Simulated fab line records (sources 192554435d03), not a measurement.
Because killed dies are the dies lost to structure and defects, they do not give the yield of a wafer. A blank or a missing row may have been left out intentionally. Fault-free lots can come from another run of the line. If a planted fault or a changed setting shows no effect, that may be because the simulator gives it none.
Chamber matching + flow n5 finfet + pecvd-01 running N5_BEOL_M0_SAQP_PECVD_00: 3 sister chambers
The step deposits SiCN from 3MS/NH3, target thk 8 nm, time 14 s. 24 wafers are shown with their chamber, then 12 later ones without.

## WAFERS, EACH WITH ITS CHAMBER
| wafer  | chamber | showerhead plenum p Torr (Torr) | throttle valve pct (%) |
|--------|---------|---------------------------------|------------------------|
| L075.3 | 0       | 3.639                           | 9.2                    |
| L075.4 | 1       | 3.693                           | 9.5                    |
| L075.5 | 0       | 3.645                           | 9.1                    |
| L076.2 | 1       | 3.699                           | 9.3                    |
| L076.4 | 2       | 3.631                           | 8.6                    |
| L076.5 | 1       | 3.691                           | 9.5                    |
| L077.1 | 1       | 3.705                           | 9.6                    |
| L077.3 | 0       | 3.636                           | 9.2                    |
| L077.5 | 0       | 3.639                           | 9.0                    |
| L079.2 | 2       | 3.630                           | 8.6                    |
| L079.3 | 1       | 3.692                           | 9.8                    |
| L079.6 | 0       | 3.636                           | 9.1                    |
| L080.2 | 1       | 3.691                           | 9.5                    |
| L080.3 | 2       | 3.623                           | 8.5                    |
| L080.5 | 1       | 3.691                           | 9.4                    |
| L082.1 | 2       | 3.638                           | 8.7                    |
| L082.4 | 1       | 3.694                           | 9.5                    |
| L082.6 | 2       | 3.620                           | 8.9                    |
| L085.3 | 1       | 3.692                           | 9.5                    |
| L085.4 | 0       | 3.636                           | 9.2                    |
| L085.6 | 1       | 3.692                           | 9.5                    |
| L089.1 | 0       | 3.621                           | 9.4                    |
| L089.3 | 2       | 3.629                           | 8.7                    |
| L089.4 | 1       | 3.701                           | 9.6                    |

SIGNATURES (averages over the wafers above)
| reading                  | chamber 0 | chamber 1 | chamber 2 | scatter within a chamber |
|--------------------------|-----------|-----------|-----------|--------------------------|
| showerhead plenum p Torr | 3.63600   | 3.69464   | 3.62850   | 0.006                    |
| throttle valve pct       | 9.171     | 9.518     | 8.667     | 0.128                    |
Rule: a wafer's distance from a chamber is the root of the sum, over the readings, of the square of ((its reading less the chamber's mean) divided by the reading's scatter). The wafer belongs to the nearest chamber; if the next one is less than 2 further off, it can't be placed. How the scatter is found: for the shown wafers, subtract from each reading the mean of its chamber, square and add these, divide the total by (wafers less chambers), then take the root.

## WAFERS WITHOUT THEIR CHAMBER
| wafer  | showerhead plenum p Torr (Torr) | throttle valve pct (%) |
|--------|---------------------------------|------------------------|
| L090.1 | 3.641                           | 9.4                    |
| L090.2 | 3.696                           | 9.6                    |
| L090.6 | 3.629                           | 8.4                    |
| L091.1 | 3.615                           | 8.8                    |
| L091.2 | 3.690                           | 9.4                    |
| L091.3 | 3.630                           | 9.6                    |
| L093.1 | 3.635                           | 8.6                    |
| L093.2 | 3.633                           | 9.3                    |
| L093.6 | 3.641                           | 9.2                    |
| L094.1 | 3.636                           | 9.5                    |
| L094.2 | 3.631                           | 8.6                    |
| L094.6 | 3.702                           | 9.4                    |

## CHAMBER TAKEN BY EACH
| wafer  | from the rows above | in truth |
|--------|---------------------|----------|
| L090.1 | 0                   | 0        |
| L090.2 | 1                   | 1        |
| L090.6 | 2                   | 2        |
| L091.1 | 2                   | 2        |
| L091.2 | 1                   | 1        |
| L091.3 | 0                   | 0        |
| L093.1 | 2                   | 2        |
| L093.2 | 0                   | 0        |
| L093.6 | 0                   | 0        |
| L094.1 | 0                   | 0        |
| L094.2 | 2                   | 2        |
| L094.6 | 1                   | 1        |
12 of 12 placed correctly. Not placeable from these rows: 0. Wrongly placed: 0.
